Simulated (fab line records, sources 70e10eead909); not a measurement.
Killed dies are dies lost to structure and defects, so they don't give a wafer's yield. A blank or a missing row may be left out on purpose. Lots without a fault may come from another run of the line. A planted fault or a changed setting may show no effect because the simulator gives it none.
Problem report in the 8D (eight disciplines) form, filled by code | flow nand_harc | the parts of the form that need people (team, actions taken, sign-off) are left out

1. THE PROBLEM
killed_at_array at NHARC_END_SORT_01 reads a mean of 583 on 3 wafers of 2 lots; wafers without a fault read 30 with a standard deviation of 10. That is +55 standard deviations from the usual mean.
First seen on wafer L634.2, day 22 12:44, on prober-01. The record holds 36 wafers of 12 lots with a number at this step. Rule for "out", or "out of limits": more than 4 standard deviations from the usual mean. The other wafers with a number count as sound.

2. WHAT IT IS AND WHAT IT IS NOT
question                    | is                           | is not
which readings at this step | killed_at_array, killed_dies | killed_at_other, killed_open, killed_short
which lots                  | L634, L636                   | L623, L624, L625, L627, L629, L637, L638, L643, L644, L645
which wafers of those lots  | L634.2, L634.4, L636.2       | L634.1, L636.3, L636.5
read on which gauges        | prober-01, prober-02         | -
when                        | from day 22 12:44            | up to then (16 sound wafers); but 17 sound wafers of L636, L637, L638, L643, L644, L645 came after

3. SUSPECTS, AND WHAT RULES EACH OUT
Counting: a tool at a process step up to the reading stays a suspect if it ran every lot that is out. Sound lots after the first of them don't rule it out here, since some wafers of a struck lot are sound.
- the gauge at NHARC_END_SORT_01: ruled out. The wafers that are out were read on 2 gauges (prober-01, prober-02).
- rie_diel-09 at NHARC_A_CONTACT_ETCH_92 (etches the open film in CH3F/O2, target depth 40 nm, time 85.7 s): kept. It ran every lot that is out, first L634 (day 20 11:55); its last sound lot up to then is L624 (day 17 07:40).
- rie_diel-03 at NHARC_A_BLC_DESCUM_15 (chemistry O2, time 3 s): kept. It ran every lot that is out, first L634 (day 20 15:24); its last sound lot up to then is L629 (day 19 01:58).
- rie_diel-03 at NHARC_A_BLC_ETCH_17 (etches the open film in N2/H2, target depth 390 nm, time 609.38 s): kept. It ran every lot that is out, first L634 (day 20 15:34); its last sound lot up to then is L629 (day 19 02:11). Its own readings are out on those wafers: oes_product_au.
- Within rie_diel-09 at NHARC_A_CONTACT_ETCH_92: the wafers that are out ran in chambers 1, 3; their sound lot-mates ran in chambers 0, 2.
Left after counting: rie_diel-09 at NHARC_A_CONTACT_ETCH_92, rie_diel-03 at NHARC_A_BLC_DESCUM_15, rie_diel-03 at NHARC_A_BLC_ETCH_17.

4. THE CAUSE (what the simulator had put in)
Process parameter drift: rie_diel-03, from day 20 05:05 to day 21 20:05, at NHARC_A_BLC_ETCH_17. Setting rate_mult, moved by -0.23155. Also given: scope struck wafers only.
Counting left 3 suspects, and this tool is among them.

5. THE CHAIN OF EFFECTS, in route order
Each row: a reading whose mean over the struck wafers that have a number lies more than 3 standard deviations from the usual. Only readings for which the record gives a usual standard deviation are gone through. hours: the time from each lot's start at the first step in this table that gives one to its start at this step, as a median over the lots. sigmas: the change in usual standard deviations.
hours | step                | reading         | usual      | on struck wafers | change | sigmas
0     | NHARC_A_BLC_ETCH_17 | oes_product_au  | 1.004 a.u. | 0.867            | -0.137 | -14
55    | NHARC_END_SORT_01   | killed_at_array | 30         | 583              | +553   | +55
55    | NHARC_END_SORT_01   | killed_dies     | 34         | 588              | +554   | +50
The process steps in it:
- NHARC_A_BLC_ETCH_17: etches the open film in N2/H2, target depth 390 nm, time 609.38 s.

6. WHAT WOULD HAVE CAUGHT IT SOONER
In this record the first reading out of limits at a measuring or inspecting step was taken at day 22 12:44, 56 hours after the fault began at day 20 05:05.
The tool's own readings at NHARC_A_BLC_ETCH_17 were out on every struck wafer that the step has a row for (oes_product_au): an alarm limit on them would have fired on the first of those.
All the lots that are out (2) had begun NHARC_A_BLC_ETCH_17 on rie_diel-03 by day 22 12:44. A hold on the tool at that time would have spared none of them.
